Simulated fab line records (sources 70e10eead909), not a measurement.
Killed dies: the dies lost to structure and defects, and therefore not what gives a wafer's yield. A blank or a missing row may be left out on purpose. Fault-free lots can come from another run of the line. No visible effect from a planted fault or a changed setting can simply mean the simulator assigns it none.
One fault seen from 2 desks / flow nandHarc / every desk sees just its own numbers, and what lay behind them comes last

== THE DEFECT DESK ==
For each lot, the counts of the inspections along the route, averaged over the sampled wafers that have a number. A lot is out of limits, marked OUT, if its mean lies more than 4 standard deviations from the usual mean; the brackets give that distance.
Columns: A = rawDefectCount at NHARC_P_M0_INSPECT_11, usual 5
lot=L364; first seen here=day 6 07:25; A=2
lot=L366; first seen here=day 6 21:08; A=3
lot=L368; first seen here=day 7 19:59; A=10
lot=L369; first seen here=day 8 06:26; A=4
lot=L371; first seen here=day 9 04:01; A=4
lot=L372; first seen here=day 9 13:49; A=2
lot=L374; first seen here=day 10 03:40; A=5
lot=L376; first seen here=day 11 04:26; A=5
lot=L377; first seen here=day 11 07:57; A=3
lot=L378; first seen here=day 12 07:46; A=3
lot=L379; first seen here=day 12 08:49; A=7
lot=L381; first seen here=day 13 08:08; A=7
Result from this desk: across the 12 lots, nothing is out of limits.

== AT THE TOOL OWNER'S DESK: cvdW-01 ==
The tool's own readings at NHARC_P_CONTACT_CVD_23 (deposits W, target thk 200 nm, time 557 s): means of the sampled wafers that have a number, for each lot that ran on this tool. A lot is out of limits, marked OUT, if its mean lies more than 4 standard deviations from the usual mean; the brackets give that distance.
Columns: A = heaterPowerW at NHARC_P_CONTACT_CVD_23, usual 452 W; B = mfcWf6Sccm at NHARC_P_CONTACT_CVD_23, usual 39.97 sccm; C = throttleValvePct at NHARC_P_CONTACT_CVD_23, usual 7.9 %
lot=L364; first seen here=day 6 05:31; A=448; B=40.02; C=8.2
lot=L368; first seen here=day 7 18:02; A=446; B=39.76; C=8.1
lot=L369; first seen here=day 8 04:11; A=447; B=40.09; C=8.2
lot=L374; first seen here=day 10 01:35; A=443; B=40.05; C=8.2
lot=L376; first seen here=day 11 02:07; A=434; B=40.09; C=8.3
lot=L378; first seen here=day 12 05:41; A=458; B=39.97; C=8.1
lot=L379; first seen here=day 12 07:00; A=434; B=39.81; C=8.4
lot=L381; first seen here=day 13 06:16; A=444; B=40.04; C=8.3
Result from this desk: across the 8 lots, nothing is out of limits.

== ALL TOGETHER ==
The defect desk saw nothing out of limits.
The desk of the tool owner found nothing out of limits.

== WHAT WAS PUT IN BY THE SIMULATOR ==
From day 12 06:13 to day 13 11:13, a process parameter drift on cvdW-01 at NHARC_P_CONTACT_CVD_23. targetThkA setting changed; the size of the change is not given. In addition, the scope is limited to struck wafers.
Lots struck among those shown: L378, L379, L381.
